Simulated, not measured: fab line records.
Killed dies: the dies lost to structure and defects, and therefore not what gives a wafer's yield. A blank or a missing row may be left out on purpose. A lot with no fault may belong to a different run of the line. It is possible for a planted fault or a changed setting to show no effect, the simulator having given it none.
Split-lot study | flow n5Finfet | on a route of 1938 steps: 7 lots, 39 wafers read

## ABOUT THE SPLIT
At N5_GATE_CUT_ALD_22 (deposits SiNx, target thk 16 nm, pulse time 1 s, ald cycles 320), the setting aldCycles was moved away from the recipe's 320 on 9 of the 39 wafers read, by -15.9% to +27.8%. For the rest of the wafers, this setting stayed at what the recipe calls for.

Reading taken at the split's own step.

## THE READING
SiNx_of_GATE_CUT_ALD_22.thkNm (the simulator's own value, which no gauge read), in nm, at N5_GATE_CUT_ALD_22 (deposits SiNx, target thk 16 nm, pulse time 1 s, ald cycles 320). No usual value for it is given in the file. Across the 30 wafers here that went through the recipe, the average is 16.0 nm and the standard deviation 0.12 nm.

wafer  | tool, chamber at the split | aldCycles as run | against the recipe | SiNx_of_GATE_CUT_ALD_22.thkNm, nm | against lot-mates on the recipe
L074.1 | aldSin-04, 1,3,2,1,0       | 320              | recipe             | 16                                | -
L074.2 | aldSin-04, 1,3,2,1,0       | 320              | recipe             | 16                                | -
L074.3 | aldSin-04, 1,3,2,1,0       | 320              | recipe             | 16                                | -
L074.5 | aldSin-04, 1,3,2,1,0       | 320              | recipe             | 16                                | -
L074.6 | aldSin-04, 1,3,2,1,0       | 320              | recipe             | 16                                | -
L074.4 | aldSin-04, 0               | 320              | recipe             | 15.8                              | -
L075.1 | aldSin-04, 2               | 320              | recipe             | 16.2                              | -
L075.6 | aldSin-04, 2               | 320              | recipe             | 16.2                              | -
L075.2 | aldSin-04, 1               | 320              | recipe             | 16                                | -
L075.3 | aldSin-04, 0               | 269              | -15.9%             | 13.4                              | -2.7
L075.4 | aldSin-04, 3               | 269              | -15.9%             | 13.6                              | -2.5
L075.5 | aldSin-04, 3               | 269              | -15.9%             | 13.6                              | -2.5
L077.1 | aldSin-03, 1,2             | 320              | recipe             | 16.2                              | -
L077.4 | aldSin-03, 1,2             | 320              | recipe             | 16.2                              | -
L077.2 | aldSin-03, 3,0,0,1         | 320              | recipe             | 16                                | -
L077.3 | aldSin-03, 3,0,0,1         | 320              | recipe             | 16                                | -
L077.5 | aldSin-03, 3,0,0,1         | 320              | recipe             | 16                                | -
L077.6 | aldSin-03, 3,0,0,1         | 320              | recipe             | 16                                | -
L087.1 | aldSin-04, 3,0             | 402              | +25.6%             | 20.2                              | +4.0
L087.4 | aldSin-04, 3,0             | 402              | +25.6%             | 20.2                              | +4.0
L087.2 | aldSin-04, 2,1,2           | 320              | recipe             | 16.2                              | -
L087.5 | aldSin-04, 2,1,2           | 320              | recipe             | 16.2                              | -
L087.6 | aldSin-04, 2,1,2           | 320              | recipe             | 16.2                              | -
L087.3 | aldSin-04, 1               | 402              | +25.6%             | 20.4                              | +4.2
L091.1 | aldSin-01, 1,0,3           | 320              | recipe             | 16                                | -
L091.3 | aldSin-01, 1,0,3           | 320              | recipe             | 16                                | -
L091.6 | aldSin-01, 1,0,3           | 320              | recipe             | 16                                | -
L091.2 | aldSin-01, 3,2,2           | 320              | recipe             | 15.8                              | -
L091.4 | aldSin-01, 3,2,2           | 320              | recipe             | 15.8                              | -
L091.5 | aldSin-01, 3,2,2           | 320              | recipe             | 15.8                              | -
L094.1 | aldSin-01, 1,0,0           | 409              | +27.8%             | 20.6                              | +4.6
L094.2 | aldSin-01, 1,0,0           | 409              | +27.8%             | 20.6                              | +4.6
L094.6 | aldSin-01, 1,0,0           | 409              | +27.8%             | 20.6                              | +4.6
L094.3 | aldSin-01, 3,2,3           | 320              | recipe             | 16                                | -
L094.4 | aldSin-01, 3,2,3           | 320              | recipe             | 16                                | -
L094.5 | aldSin-01, 3,2,3           | 320              | recipe             | 16                                | -
L095.2 | aldSin-04, 2               | 320              | recipe             | 16.2                              | -
L095.4 | aldSin-04, 0               | 320              | recipe             | 16                                | -
L095.6 | aldSin-04, 0               | 320              | recipe             | 16                                | -
If several chambers appear in one row, that row covers several wafers at once and the file leaves open which wafer was in which chamber.

THE FIT
A straight line over all 39 wafers: SiNx_of_GATE_CUT_ALD_22.thkNm changes by +0.163 nm for each +1% of aldCycles; r = +1.00; the points scatter about the line by 0.12 nm.
The same after taking each lot's own level away (the mean of its wafers on the recipe; 39 wafers): +0.162 nm for each +1%; r = +1.00; scatter 0.09 nm.
According to that fit, moving aldCycles by its largest amount changes the reading by 4.5 nm.
The span of the lots' own levels, 15.90 to 16.20 nm, comes to 2.4 times the standard deviation stated above.
So the lot-to-lot level changes the slope little: the two slopes agree.
Check: +4.5 nm against its lot-mates is what the line predicts for one of the wafers moved furthest among these (+27.8%) when that wafer is left out of the fit. Against them it came out at +4.6 nm.

## ADDITIONAL SPLITS CARRIED BY THESE WAFERS
These wafers also went through other splits before the reading. Each is held against what the fit with the lots' levels taken away leaves over:
other split on the same wafers | wafers away from the commonest value | r with SiNx_of_GATE_CUT_ALD_22.thkNm (lot level and that fit taken away)
N5_FIN_CUT_CUT_ETCH_26 timeS   | 9                                    | -0.04
N5_SD_EPI_N_DESCUM_14 timeS    | 18                                   | -0.03

## THE FILE'S OWN FIT
SiNx_of_GATE_CUT_ALD_22.thkNm changes by +0.162 nm for each +1% of aldCycles, r = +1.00.
